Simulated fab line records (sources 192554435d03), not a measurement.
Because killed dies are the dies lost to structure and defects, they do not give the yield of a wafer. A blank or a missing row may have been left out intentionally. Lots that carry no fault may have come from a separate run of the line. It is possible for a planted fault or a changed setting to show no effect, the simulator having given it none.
fab line records / flow n5Finfet
[record] lots = 4 wafers = 12 lastDay = 18
route steps=1938 shown FIN_CUT@166 BEOL_M4@1111 PASSIVATION@1936
lots with no fault: from the same line, run without faults
startH: hours from the record's opening day to when the first of the lot's shown wafers began / waitH: hours elapsed since this lot's preceding step / " identical to the entry in the row above / L1.1+2: a row that stands for several wafers / - either no value or no given start / * or withheld: withheld / < > ~ a bound
route shown NAME@n: NAME is a module with steps in the file, n the number in the route of the first one / usual: mean/standard deviation taken from wafers without a fault / same: alike in all rows / chamber/n: place in a boat / sites: each site's reading / _std_site: standard deviation of those values / _edge_site: outer sites' mean less inner sites' / radiusMm: for every site, how far away it sits from the centre of the wafer / mask NAME#n: copy n / behind: tool/chamber where the wafer was last shaped / hold: the reason the lot was held/the length of the hold in hours/how it ended / device: the n, p or np transistor that did not switch / end of line: tests run on the same wafers once the route is complete / step lacking rows: just its recipe / killed: the dies lost at the first sort to structure and to defects; this is not the yield of the wafer / map: per-die view of a wafer (x killed, . not killed, _ where there is no die)
set.NAME: setting as actually run; set.NAME@STEP: the setting as run at that earlier step / model.NAME: the simulator's own value behind a step, which no gauge read
a table for each step, a row for each wafer; lots at some steps of the route
[[steps]]
[step N5_FIN_CUT_DESCUM_13]
[recipe] chemistry = O2 timeS = 7 sourcePowerW = 50 biasPowerW = 20 pressureMtorr = 20 rfFrequencyHz = 2.712e+07 tempC = 40 resist = CAR-EUV o2FlowSccm = 225
[step N5_FIN_CUT_ETCH_30]
[recipe] chemistry = N2/H2 target = underlayer targetDepthA = 130 maskMaterial = CAR-EUV timeS = 10.4 ionEnergyEv = 200 pressureMtorr = 30 sourceW = 840 biasW = 150 n2FlowSccm = 200 h2FlowSccm = 200 ends = cleared
[step N5_FIN_CUT_ETCH_20]
[recipe] chemistry = CF4 target = SiARC targetDepthA = 260 maskMaterial = CAR-EUV timeS = 43.3 ionEnergyEv = 80 pressureMtorr = 40 sourceW = 545 biasW = 36 Ar_flow_sccm = 100 cf4FlowSccm = 100 ends = cleared
[step N5_FIN_CUT_ETCH_21]
[recipe] chemistry = N2/H2 target = SOC targetDepthA = 2190 overetchA = 438 maskMaterial = SiARC tempC = 40 ionEnergyEv = 100 biasW = 61 timeS = 523.5 pressureMtorr = 30 sourceW = 850 n2FlowSccm = 200 h2FlowSccm = 200
[step N5_FIN_CUT_STRIP_23]
[recipe] chemistry = N2/H2 tempC = 40 n2FlowSccm = 200 h2FlowSccm = 200 rfFrequencyHz = 6e+07
[step N5_FIN_CUT_STRIP_31]
[recipe] chemistry = N2/H2 tempC = 40 n2FlowSccm = 200 h2FlowSccm = 200 rfFrequencyHz = 6e+07
[step N5_FIN_CUT_STRIP_24]
[recipe] chemistry = CF4 resist = SiARC powerW = 300 biasPowerW = 75 pressureMtorr = 50 cf4FlowSccm = 150 rfFrequencyHz = 6e+07
[step N5_FIN_CUT_CUT_ETCH_26]
[recipe] chemistry = CH3F/O2 target = SiNx targetDepthA = 390 maskMaterial = SOC timeS = 55.7 pressureMtorr = 30 sourceW = 395 biasW = 73 Ar_flow_sccm = 150 CH3F_flow_sccm = 30 O2_flow_sccm = 20 ionEnergyEv = 120
[step N5_FIN_CUT_CUT_ETCH_27]
[recipe] chemistry = CHF3/O2 target = SiO2 targetDepthA = 40 maskMaterial = SOC overetchA = 20 timeS = 4.9 pressureMtorr = 30 sourceW = 650 biasW = 170 Ar_flow_sccm = 200 CHF3_flow_sccm = 50 O2_flow_sccm = 5 ionEnergyEv = 200
[step N5_FIN_CUT_PRECLEAN_35]
[recipe] timeS = 13.3 tempC = 45 pressureTorr = 125 pHfTorr = 3 pCoreactantTorr = 25 chemistry = vHF
[step N5_FIN_CUT_CUT_ETCH_15]
[recipe] chemistry = HBr/Cl2/O2 target = Si targetDepthA = 1000 btTimeS = 10 maskMaterial = SOC timeS = 42.4 ionEnergyEv = * biasW = * pressureMtorr = 10 icpW = 800 HBr_flow_sccm = 150 Cl2_flow_sccm = 80 O2_flow_sccm = 12
[usual] HBr_flow_sccm = 150.0/0.44 O2_flow_sccm = 12.00/0.034 drypumpMotorCurrentA = 5.9/0.43 oesProductAu = 0.992/0.012 throttleValvePct = 37.0/0.31
lot.wafer=L345.3 tool=rieSi-03 chamber=2 startH=58.82 waitH=0.0 HBr_flow_sccm=- O2_flow_sccm=- drypumpMotorCurrentA=- oesProductAu=- rfHoursCounterH=- throttleValvePct=- model.SOC_of_FIN_CUT_COAT_18.thkNm=208
lot.wafer=L345.5 tool=rieSi-03 chamber=1 startH=58.82 waitH=0.0 HBr_flow_sccm=- O2_flow_sccm=- drypumpMotorCurrentA=- oesProductAu=- rfHoursCounterH=- throttleValvePct=- model.SOC_of_FIN_CUT_COAT_18.thkNm=208.2
lot.wafer=L345.6 tool=rieSi-03 chamber=0 startH=58.82 waitH=0.0 HBr_flow_sccm=- O2_flow_sccm=- drypumpMotorCurrentA=- oesProductAu=- rfHoursCounterH=- throttleValvePct=- model.SOC_of_FIN_CUT_COAT_18.thkNm=207.6
lot.wafer=L346.2 tool=rieSi-03 chamber=0 startH=63.88 waitH=0.1 HBr_flow_sccm=- O2_flow_sccm=- drypumpMotorCurrentA=- oesProductAu=- rfHoursCounterH=- throttleValvePct=- model.SOC_of_FIN_CUT_COAT_18.thkNm=207.8
lot.wafer=L346.5 tool=rieSi-03 chamber=0 startH=63.88 waitH=0.1 HBr_flow_sccm=- O2_flow_sccm=- drypumpMotorCurrentA=- oesProductAu=- rfHoursCounterH=- throttleValvePct=- model.SOC_of_FIN_CUT_COAT_18.thkNm=208.2
lot.wafer=L346.6 tool=rieSi-03 chamber=1 startH=63.88 waitH=0.1 HBr_flow_sccm=- O2_flow_sccm=- drypumpMotorCurrentA=- oesProductAu=- rfHoursCounterH=- throttleValvePct=- model.SOC_of_FIN_CUT_COAT_18.thkNm=207.4
lot.wafer=L347.1 tool=rieSi-03 chamber=3 startH=69.09 waitH=0.1 HBr_flow_sccm=150.6 O2_flow_sccm=12.00 drypumpMotorCurrentA=4.9 oesProductAu=0.989 rfHoursCounterH=182 throttleValvePct=36.9 model.SOC_of_FIN_CUT_COAT_18.thkNm=170.2
lot.wafer=L347.3 tool=rieSi-03 chamber=0 startH=69.09 waitH=0.1 HBr_flow_sccm=149.8 O2_flow_sccm=12.04 drypumpMotorCurrentA=6.1 oesProductAu=0.979 rfHoursCounterH=181 throttleValvePct=36.7 model.SOC_of_FIN_CUT_COAT_18.thkNm=170.8
lot.wafer=L347.5 tool=rieSi-03 chamber=2 startH=69.09 waitH=0.1 HBr_flow_sccm=148.6 O2_flow_sccm=11.98 drypumpMotorCurrentA=5.7 oesProductAu=0.983 rfHoursCounterH=- throttleValvePct=36.6 model.SOC_of_FIN_CUT_COAT_18.thkNm=169.6
lot.wafer=L357.3 tool=rieSi-03 chamber=2 startH=129.16 waitH=0.0 HBr_flow_sccm=149.8 O2_flow_sccm=12.04 drypumpMotorCurrentA=5.7 oesProductAu=0.987 rfHoursCounterH=5 throttleValvePct=36.6 model.SOC_of_FIN_CUT_COAT_18.thkNm=170.4
lot.wafer=L357.5 tool=rieSi-03 chamber=3 startH=129.16 waitH=0.0 HBr_flow_sccm=149.7 O2_flow_sccm=12.04 drypumpMotorCurrentA=4.9 oesProductAu=1.004 rfHoursCounterH=- throttleValvePct=36.9 model.SOC_of_FIN_CUT_COAT_18.thkNm=169.8
lot.wafer=L357.6 tool=rieSi-03 chamber=2 startH=129.16 waitH=0.0 HBr_flow_sccm=150.7 O2_flow_sccm=12.01 drypumpMotorCurrentA=5.7 oesProductAu=0.974 rfHoursCounterH=- throttleValvePct=36.6 model.SOC_of_FIN_CUT_COAT_18.thkNm=169.2
[step N5_FIN_CUT_CUT_ETCH_28]
[recipe] chemistry = HBr/Cl2/O2 target = Si targetDepthA = 60 maskMaterial = SOC timeS = 2.4 ionEnergyEv = * biasW = * pressureMtorr = 10 icpW = 800 HBr_flow_sccm = 150 Cl2_flow_sccm = 80 O2_flow_sccm = 12
[usual] HBr_flow_sccm = 150.0/0.49 O2_flow_sccm = 12.00/0.036 drypumpMotorCurrentA = 5.9/0.42 oesProductAu = 0.992/0.012 throttleValvePct = 37.0/0.31
lot.wafer=L345.3 tool=rieSi-03 chamber=2 startH=58.88 waitH=0.0 HBr_flow_sccm=148.8 O2_flow_sccm=12.02 drypumpMotorCurrentA=5.7 oesProductAu=0.988 rfHoursCounterH=3 throttleValvePct=36.6 model.SOC_of_FIN_CUT_COAT_18.thkNm=206.2
lot.wafer=L345.5 tool=rieSi-03 chamber=1 startH=58.88 waitH=0.0 HBr_flow_sccm=150.7 O2_flow_sccm=11.99 drypumpMotorCurrentA=5.9 oesProductAu=1.002 rfHoursCounterH=- throttleValvePct=37.2 model.SOC_of_FIN_CUT_COAT_18.thkNm=206.4
lot.wafer=L345.6 tool=rieSi-03 chamber=0 startH=58.88 waitH=0.0 HBr_flow_sccm=149.2 O2_flow_sccm=11.94 drypumpMotorCurrentA=6.1 oesProductAu=0.977 rfHoursCounterH=- throttleValvePct=36.6 model.SOC_of_FIN_CUT_COAT_18.thkNm=205.8
lot.wafer=L346.2 tool=rieSi-03 chamber=0 startH=63.94 waitH=0.0 HBr_flow_sccm=150.1 O2_flow_sccm=11.99 drypumpMotorCurrentA=6.2 oesProductAu=0.974 rfHoursCounterH=181 throttleValvePct=36.7 model.SOC_of_FIN_CUT_COAT_18.thkNm=206
lot.wafer=L346.5 tool=rieSi-03 chamber=0 startH=63.94 waitH=0.0 HBr_flow_sccm=150.4 O2_flow_sccm=12.04 drypumpMotorCurrentA=6.1 oesProductAu=0.981 rfHoursCounterH=- throttleValvePct=36.6 model.SOC_of_FIN_CUT_COAT_18.thkNm=206.6
lot.wafer=L346.6 tool=rieSi-03 chamber=1 startH=63.94 waitH=0.0 HBr_flow_sccm=149.8 O2_flow_sccm=11.99 drypumpMotorCurrentA=5.8 oesProductAu=1.005 rfHoursCounterH=- throttleValvePct=37.2 model.SOC_of_FIN_CUT_COAT_18.thkNm=205.6
lot.wafer=L347.1 tool=rieSi-03 chamber=3 startH=69.15 waitH=0.0 HBr_flow_sccm=149.9 O2_flow_sccm=12.05 drypumpMotorCurrentA=4.9 oesProductAu=0.997 rfHoursCounterH=182 throttleValvePct=37.0 model.SOC_of_FIN_CUT_COAT_18.thkNm=168.4
lot.wafer=L347.3 tool=rieSi-03 chamber=0 startH=69.15 waitH=0.0 HBr_flow_sccm=149.4 O2_flow_sccm=11.96 drypumpMotorCurrentA=6.1 oesProductAu=0.982 rfHoursCounterH=181 throttleValvePct=36.7 model.SOC_of_FIN_CUT_COAT_18.thkNm=169
lot.wafer=L347.5 tool=rieSi-03 chamber=2 startH=69.15 waitH=0.0 HBr_flow_sccm=149.7 O2_flow_sccm=12.03 drypumpMotorCurrentA=5.7 oesProductAu=0.978 rfHoursCounterH=- throttleValvePct=36.6 model.SOC_of_FIN_CUT_COAT_18.thkNm=168
lot.wafer=L357.3 tool=rieSi-03 chamber=2 startH=129.21 waitH=0.0 HBr_flow_sccm=150.1 O2_flow_sccm=12.02 drypumpMotorCurrentA=5.7 oesProductAu=0.976 rfHoursCounterH=5 throttleValvePct=36.6 model.SOC_of_FIN_CUT_COAT_18.thkNm=168.6
lot.wafer=L357.5 tool=rieSi-03 chamber=3 startH=129.21 waitH=0.0 HBr_flow_sccm=151.0 O2_flow_sccm=11.96 drypumpMotorCurrentA=5.0 oesProductAu=0.992 rfHoursCounterH=- throttleValvePct=36.9 model.SOC_of_FIN_CUT_COAT_18.thkNm=168.2
lot.wafer=L357.6 tool=rieSi-03 chamber=2 startH=129.21 waitH=0.0 HBr_flow_sccm=150.7 O2_flow_sccm=12.04 drypumpMotorCurrentA=5.7 oesProductAu=0.983 rfHoursCounterH=- throttleValvePct=36.6 model.SOC_of_FIN_CUT_COAT_18.thkNm=167.4
[step N5_FIN_CUT_STRIP_22]
[recipe] chemistry = N2/H2 powerW = 500 tempC = 40 pressureMtorr = 50 rfFrequencyHz = 6e+07 overashFraction = 0.3 biasPowerW = 8 h2Frac = 0.5 n2FlowSccm = 300 h2FlowSccm = 300
[step N5_BEOL_M4_RC_MEAS_101]
[usual] DIBL_N = 36.1/1.6 DIBL_P = 35.8/2 IOFF_N = 0.157/0.029 IOFF_P = 0.21/0.034 ION_N = 677/13 ION_P = 465/8.1 SS_N = 71.3/0.61 SS_P = 73.2/0.65 VT_N = 249/3.3 VT_P = -250/3.2
lot.wafer=L347.1 tool=prober-01 chamber=0 startH=243.02 waitH=0.0 DIBL_N[mV/V]=38.9 DIBL_P[mV/V]=39.3 IOFF_N[nA/um]=0.208 IOFF_P[nA/um]=0.29 ION_N[uA/um]=685 ION_P[uA/um]=479 SS_N[mV/dec]=71.3 SS_P[mV/dec]=74.1 VT_N[mV]=244 VT_P[mV]=-246
lot.wafer=L347.3 tool=prober-01 chamber=0 startH=243.02 waitH=0.0 DIBL_N[mV/V]=38.8 DIBL_P[mV/V]=38.3 IOFF_N[nA/um]=0.199 IOFF_P[nA/um]=0.26 ION_N[uA/um]=677 ION_P[uA/um]=465 SS_N[mV/dec]=71.9 SS_P[mV/dec]=74.2 VT_N[mV]=245 VT_P[mV]=-247
lot.wafer=L347.5 tool=prober-01 chamber=0 startH=243.02 waitH=0.0 DIBL_N[mV/V]=38.1 DIBL_P[mV/V]=38.6 IOFF_N[nA/um]=0.187 IOFF_P[nA/um]=0.26 ION_N[uA/um]=679 ION_P[uA/um]=471 SS_N[mV/dec]=72.1 SS_P[mV/dec]=73.3 VT_N[mV]=246 VT_P[mV]=-246
lot.wafer=L357.3 tool=prober-01 chamber=0 startH=307.99 waitH=0.4 DIBL_N[mV/V]=35.8 DIBL_P[mV/V]=36.8 IOFF_N[nA/um]=0.152 IOFF_P[nA/um]=0.23 ION_N[uA/um]=688 ION_P[uA/um]=473 SS_N[mV/dec]=71.1 SS_P[mV/dec]=74.0 VT_N[mV]=247 VT_P[mV]=-249
lot.wafer=L357.5 tool=prober-01 chamber=0 startH=307.99 waitH=0.4 DIBL_N[mV/V]=38.5 DIBL_P[mV/V]=39.3 IOFF_N[nA/um]=0.196 IOFF_P[nA/um]=0.27 ION_N[uA/um]=679 ION_P[uA/um]=466 SS_N[mV/dec]=71.6 SS_P[mV/dec]=74.1 VT_N[mV]=247 VT_P[mV]=-244
lot.wafer=L357.6 tool=prober-01 chamber=0 startH=307.99 waitH=0.4 DIBL_N[mV/V]=34.5 DIBL_P[mV/V]=34.6 IOFF_N[nA/um]=0.130 IOFF_P[nA/um]=0.19 ION_N[uA/um]=680 ION_P[uA/um]=472 SS_N[mV/dec]=70.4 SS_P[mV/dec]=73.2 VT_N[mV]=250 VT_P[mV]=-250
[step N5_PASSIVATION_PROBE_49]
[usual] killed_at_M0_to_M3 = 33/11 killed_at_M4_up = 14/5 killedAtContacts = 11/7.3 killedAtFrontEnd = 43/12 killedAtOther = 4/3.1 killedDies = 106/17 killedOnRim = 14/3.8 killedOpen = 69/13 killedShort = 34/8.7
[same] grossDies = 1180 killedAtBackSide = 0
lot.wafer=L347.1 tool=prober-02 chamber=- startH=346.06 waitH=0.0 killed_at_M0_to_M3=32 killed_at_M4_up=11 killedAtContacts=18 killedAtFrontEnd=37 killedAtOther=2 killedDies=100 killedOnRim=12 killedOpen=68 killedShort=31
lot.wafer=L347.3 tool=prober-02 chamber=- startH=346.16 waitH=0.1 killed_at_M0_to_M3=41 killed_at_M4_up=12 killedAtContacts=20 killedAtFrontEnd=30 killedAtOther=2 killedDies=105 killedOnRim=14 killedOpen=62 killedShort=39
lot.wafer=L347.5 tool=prober-02 chamber=- startH=346.26 waitH=0.2 killed_at_M0_to_M3=50 killed_at_M4_up=6 killedAtContacts=9 killedAtFrontEnd=39 killedAtOther=11 killedDies=115 killedOnRim=21 killedOpen=65 killedShort=46
lot.wafer=L345.3 tool=prober-02 chamber=- startH=348.65 waitH=0.1 killed_at_M0_to_M3=40 killed_at_M4_up=13 killedAtContacts=2 killedAtFrontEnd=1121 killedAtOther=4 killedDies=1180 killedOnRim=152 killedOpen=66 killedShort=30
lot.wafer=L345.5 tool=prober-02 chamber=- startH=348.75 waitH=0.2 killed_at_M0_to_M3=30 killed_at_M4_up=14 killedAtContacts=11 killedAtFrontEnd=1123 killedAtOther=2 killedDies=1180 killedOnRim=152 killedOpen=62 killedShort=31
lot.wafer=L345.6 tool=prober-02 chamber=- startH=348.80 waitH=0.3 killed_at_M0_to_M3=32 killed_at_M4_up=9 killedAtContacts=7 killedAtFrontEnd=1130 killedAtOther=2 killedDies=1180 killedOnRim=152 killedOpen=52 killedShort=35
lot.wafer=L346.2 tool=prober-01 chamber=- startH=349.18 waitH=0.1 killed_at_M0_to_M3=60 killed_at_M4_up=10 killedAtContacts=9 killedAtFrontEnd=1095 killedAtOther=6 killedDies=1180 killedOnRim=152 killedOpen=70 killedShort=56
lot.wafer=L346.5 tool=prober-01 chamber=- startH=349.33 waitH=0.2 killed_at_M0_to_M3=22 killed_at_M4_up=10 killedAtContacts=11 killedAtFrontEnd=1132 killedAtOther=5 killedDies=1180 killedOnRim=152 killedOpen=61 killedShort=26
lot.wafer=L346.6 tool=prober-01 chamber=- startH=349.38 waitH=0.3 killed_at_M0_to_M3=34 killed_at_M4_up=18 killedAtContacts=5 killedAtFrontEnd=1117 killedAtOther=6 killedDies=1180 killedOnRim=152 killedOpen=58 killedShort=33
lot.wafer=L357.3 tool=prober-02 chamber=- startH=425.45 waitH=0.1 killed_at_M0_to_M3=15 killed_at_M4_up=13 killedAtContacts=5 killedAtFrontEnd=43 killedAtOther=2 killedDies=78 killedOnRim=11 killedOpen=48 killedShort=29
lot.wafer=L357.5 tool=prober-02 chamber=- startH=425.55 waitH=0.2 killed_at_M0_to_M3=22 killed_at_M4_up=11 killedAtContacts=13 killedAtFrontEnd=90 killedAtOther=9 killedDies=145 killedOnRim=27 killedOpen=86 killedShort=57
lot.wafer=L357.6 tool=prober-02 chamber=- startH=425.60 waitH=0.3 killed_at_M0_to_M3=23 killed_at_M4_up=14 killedAtContacts=9 killedAtFrontEnd=49 killedAtOther=2 killedDies=97 killedOnRim=9 killedOpen=57 killedShort=38
// killed by level:class
L347.1 MOL_CONTACT_COAG:geometricParticle:open=11 STI_FIN_REVEAL:geometricParticle:open=11 FIN_SAQP:geometricParticle:open=7 BEOL_M4:geometricParticle:open=7 MOL_CONTACT_COAG:geometricParticle:short=7 BEOL_M0_SAQP:geometricParticle:short=7 BEOL_M0_SAQP:geometricParticle:open=6 GATE_CUT:geometricParticle:short=5
L347.3 MOL_CONTACT_COAG:geometricParticle:open=16 BEOL_M0_SAQP:geometricParticle:short=10 FIN_SAQP:geometricParticle:short=9 BEOL_M2:geometricParticle:open=8 BEOL_M0_SAQP:geometricParticle:open=7 FIN_SAQP:geometricParticle:open=5 BEOL_M1:geometricParticle:open=5 MOL_CONTACT_COAG:geometricParticle:short=4
L347.5 BEOL_M0_SAQP:geometricParticle:open=15 BEOL_M0_SAQP:geometricParticle:short=14 STI_FIN_REVEAL:geometricParticle:open=9 BEOL_M3:geometricParticle:open=8 MOL_CONTACT_COAG:geometricParticle:open=5 BEOL_M1:geometricParticle:open=5 FIN_SAQP:geometricParticle:short=4 FIN_SAQP:geometricParticle:open=4
L345.3 FIN_CUT:areaEtch=1081 BEOL_M3:geometricParticle:open=13 STI_FIN_REVEAL:geometricParticle:open=10 BEOL_M0_SAQP:geometricParticle:open=7 BEOL_M1:geometricParticle:open=6 FIN_SAQP:geometricParticle:open=5 BEOL_M4:geometricParticle:open=5 STARTING-WAFER:geometricParticle:open=5
L345.5 FIN_CUT:areaEtch=1087 MOL_CONTACT_COAG:geometricParticle:open=11 BEOL_M3:geometricParticle:open=8 STI_FIN_REVEAL:geometricParticle:open=5 BEOL_M0_SAQP:geometricParticle:open=5 BEOL_M0_SAQP:geometricParticle:short=5 FIN_SAQP:geometricParticle:short=4 DUMMY_GATE:geometricParticle:open=4
L345.6 FIN_CUT:areaEtch=1091 BEOL_M0_SAQP:geometricParticle:short=12 FIN_SAQP:geometricParticle:open=6 STI_FIN_REVEAL:geometricParticle:open=6 BEOL_M0_SAQP:geometricParticle:open=6 GATE_CUT:geometricParticle:short=5 BEOL_M3:geometricParticle:open=5 MOL_CONTACT_COAG:geometricParticle:open=4
L346.2 FIN_CUT:areaEtch=1054 BEOL_M0_SAQP:geometricParticle:short=21 FIN_SAQP:geometricParticle:open=15 BEOL_M1:geometricParticle:open=12 BEOL_M0_SAQP:geometricParticle:open=10 BEOL_M2:geometricParticle:open=7 FIN_SAQP:geometricParticle:short=5 GATE_CUT:geometricParticle:short=5
L346.5 FIN_CUT:areaEtch=1093 STI_FIN_REVEAL:geometricParticle:open=9 MOL_CONTACT_COAG:geometricParticle:open=7 BEOL_M1:geometricParticle:open=6 BEOL_M2:geometricParticle:open=5 STARTING-WAFER:geometricParticle:open=5 DUMMY_GATE:geometricParticle:open=4 GATE_CUT:geometricParticle:open=4
L346.6 FIN_CUT:areaEtch=1088 BEOL_M2:geometricParticle:open=10 BEOL_M0_SAQP:geometricParticle:short=7 GATE_CUT:geometricParticle:open=6 BEOL_M4:geometricParticle:open=6 BEOL_M5:geometricParticle:open=6 BEOL_M1:geometricParticle:open=5 FIN_SAQP:geometricParticle:short=4
L357.3 FIN_SAQP:geometricParticle:short=11 STI_FIN_REVEAL:geometricParticle:open=5 DUMMY_GATE:geometricParticle:open=5 GATE_CUT:geometricParticle:short=5 GATE_CUT:geometricParticle:open=5 MOL_CONTACT_COAG:geometricParticle:open=5 BEOL_M4:geometricParticle:open=5 ILD0:geometricParticle:short=4
L357.5 FIN_SAQP:geometricParticle:open=24 FIN_SAQP:geometricParticle:short=24 STI_FIN_REVEAL:geometricParticle:open=9 MOL_CONTACT_COAG:geometricParticle:open=8 BEOL_M1:geometricParticle:open=7 GATE_CUT:geometricParticle:short=7 DUMMY_GATE:geometricParticle:open=6 MOL_CONTACT_COAG:geometricParticle:short=5
L357.6 FIN_SAQP:geometricParticle:short=11 FIN_SAQP:geometricParticle:open=10 BEOL_M1:geometricParticle:open=8 GATE_CUT:geometricParticle:short=7 MOL_CONTACT_COAG:geometricParticle:open=7 GATE_CUT:geometricParticle:open=5 BEOL_M3:geometricParticle:open=5 STI_FIN_REVEAL:geometricParticle:open=4
// map L345.3 (x killed, . not)
_________________xxxxxxxxxxxx________________
______________xxxxxxxxxxxxxxxxxx_____________
___________xxxxxxxxxxxxxxxxxxxxxxxx__________
__________xxxxxxxxxxxxxxxxxxxxxxxxxx_________
________xxxxxxxxxxxxxxxxxxxxxxxxxxxxxx_______
_______xxxxxxxxxxxxxxxxxxxxxxxxxxxxxxxx______
______xxxxxxxxxxxxxxxxxxxxxxxxxxxxxxxxxx_____
_____xxxxxxxxxxxxxxxxxxxxxxxxxxxxxxxxxxxx____
____xxxxxxxxxxxxxxxxxxxxxxxxxxxxxxxxxxxxxx___
___xxxxxxxxxxxxxxxxxxxxxxxxxxxxxxxxxxxxxxxx__
___xxxxxxxxxxxxxxxxxxxxxxxxxxxxxxxxxxxxxxxx__
__xxxxxxxxxxxxxxxxxxxxxxxxxxxxxxxxxxxxxxxxxx_
__xxxxxxxxxxxxxxxxxxxxxxxxxxxxxxxxxxxxxxxxxx_
_xxxxxxxxxxxxxxxxxxxxxxxxxxxxxxxxxxxxxxxxxxxx
_xxxxxxxxxxxxxxxxxxxxxxxxxxxxxxxxxxxxxxxxxxxx
_xxxxxxxxxxxxxxxxxxxxxxxxxxxxxxxxxxxxxxxxxxxx
_xxxxxxxxxxxxxxxxxxxxxxxxxxxxxxxxxxxxxxxxxxxx
_xxxxxxxxxxxxxxxxxxxxxxxxxxxxxxxxxxxxxxxxxxxx
_xxxxxxxxxxxxxxxxxxxxxxxxxxxxxxxxxxxxxxxxxxxx
_xxxxxxxxxxxxxxxxxxxxxxxxxxxxxxxxxxxxxxxxxxxx
_xxxxxxxxxxxxxxxxxxxxxxxxxxxxxxxxxxxxxxxxxxxx
__xxxxxxxxxxxxxxxxxxxxxxxxxxxxxxxxxxxxxxxxxx_
__xxxxxxxxxxxxxxxxxxxxxxxxxxxxxxxxxxxxxxxxxx_
___xxxxxxxxxxxxxxxxxxxxxxxxxxxxxxxxxxxxxxxx__
___xxxxxxxxxxxxxxxxxxxxxxxxxxxxxxxxxxxxxxxx__
____xxxxxxxxxxxxxxxxxxxxxxxxxxxxxxxxxxxxxx___
_____xxxxxxxxxxxxxxxxxxxxxxxxxxxxxxxxxxxx____
______xxxxxxxxxxxxxxxxxxxxxxxxxxxxxxxxxx_____
_______xxxxxxxxxxxxxxxxxxxxxxxxxxxxxxxx______
________xxxxxxxxxxxxxxxxxxxxxxxxxxxxxx_______
__________xxxxxxxxxxxxxxxxxxxxxxxxxx_________
___________xxxxxxxxxxxxxxxxxxxxxxxx__________
______________xxxxxxxxxxxxxxxxxx_____________
_________________xxxxxxxxxxxx________________
// map L346.2 (x killed, . not)
_________________xxxxxxxxxxxx________________
______________xxxxxxxxxxxxxxxxxx_____________
___________xxxxxxxxxxxxxxxxxxxxxxxx__________
__________xxxxxxxxxxxxxxxxxxxxxxxxxx_________
________xxxxxxxxxxxxxxxxxxxxxxxxxxxxxx_______
_______xxxxxxxxxxxxxxxxxxxxxxxxxxxxxxxx______
______xxxxxxxxxxxxxxxxxxxxxxxxxxxxxxxxxx_____
_____xxxxxxxxxxxxxxxxxxxxxxxxxxxxxxxxxxxx____
____xxxxxxxxxxxxxxxxxxxxxxxxxxxxxxxxxxxxxx___
___xxxxxxxxxxxxxxxxxxxxxxxxxxxxxxxxxxxxxxxx__
___xxxxxxxxxxxxxxxxxxxxxxxxxxxxxxxxxxxxxxxx__
__xxxxxxxxxxxxxxxxxxxxxxxxxxxxxxxxxxxxxxxxxx_
__xxxxxxxxxxxxxxxxxxxxxxxxxxxxxxxxxxxxxxxxxx_
_xxxxxxxxxxxxxxxxxxxxxxxxxxxxxxxxxxxxxxxxxxxx
_xxxxxxxxxxxxxxxxxxxxxxxxxxxxxxxxxxxxxxxxxxxx
_xxxxxxxxxxxxxxxxxxxxxxxxxxxxxxxxxxxxxxxxxxxx
_xxxxxxxxxxxxxxxxxxxxxxxxxxxxxxxxxxxxxxxxxxxx
_xxxxxxxxxxxxxxxxxxxxxxxxxxxxxxxxxxxxxxxxxxxx
_xxxxxxxxxxxxxxxxxxxxxxxxxxxxxxxxxxxxxxxxxxxx
_xxxxxxxxxxxxxxxxxxxxxxxxxxxxxxxxxxxxxxxxxxxx
_xxxxxxxxxxxxxxxxxxxxxxxxxxxxxxxxxxxxxxxxxxxx
__xxxxxxxxxxxxxxxxxxxxxxxxxxxxxxxxxxxxxxxxxx_
__xxxxxxxxxxxxxxxxxxxxxxxxxxxxxxxxxxxxxxxxxx_
___xxxxxxxxxxxxxxxxxxxxxxxxxxxxxxxxxxxxxxxx__
___xxxxxxxxxxxxxxxxxxxxxxxxxxxxxxxxxxxxxxxx__
____xxxxxxxxxxxxxxxxxxxxxxxxxxxxxxxxxxxxxx___
_____xxxxxxxxxxxxxxxxxxxxxxxxxxxxxxxxxxxx____
______xxxxxxxxxxxxxxxxxxxxxxxxxxxxxxxxxx_____
_______xxxxxxxxxxxxxxxxxxxxxxxxxxxxxxxx______
________xxxxxxxxxxxxxxxxxxxxxxxxxxxxxx_______
__________xxxxxxxxxxxxxxxxxxxxxxxxxx_________
___________xxxxxxxxxxxxxxxxxxxxxxxx__________
______________xxxxxxxxxxxxxxxxxx_____________
_________________xxxxxxxxxxxx________________
[[key]]
[firstSign] step = N5_FIN_CUT_CUT_ETCH_15 reading = toolRecord direction = missing
[effect] step = N5_PASSIVATION_PROBE_49 reading = killedAtFrontEnd direction = up sigmas = 92 usual = 43 struck = 1120
[modelEffect] step = N5_FIN_CUT_CUT_ETCH_15 value = SOC_of_FIN_CUT_COAT_18.thkNm without = 170.6 struck = 207.9
[modelEffect] step = N5_FIN_CUT_CUT_ETCH_28 value = SOC_of_FIN_CUT_COAT_18.thkNm without = 168.8 struck = 206.1
[moreKillsBornAt] N5_FIN_CUT_CUT_ETCH_15@rieSi-03 = 6494
metAt N5_FIN_CUT_CUT_ETCH_15
struckWafers L345.3,L345.5,L345.6,L346.2,L346.5,L346.6
laterRowsLeftOut L345.3,L345.5,L345.6,L346.2,L346.5,L346.6
testerLeftOut L345,L346
[fault] kind = skippedStepWhole tool = rieSi-03 chamber = - onsetH = 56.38 steps = N5_FIN_CUT_CUT_ETCH_15 scope = struckLotsOnly
// testerLeftOut: of these lots the tester's yield and bins aren't shown, on N5 and GAA mostly nor the transistor test; their killed dies are dies lost to structure and defects alone, not to doping, threshold or leakage, so they don't give the yield
// laterRowsLeftOut: the simulator's readings of these wafers behind a module that went badly wrong aren't trusted and aren't shown, but for the sort
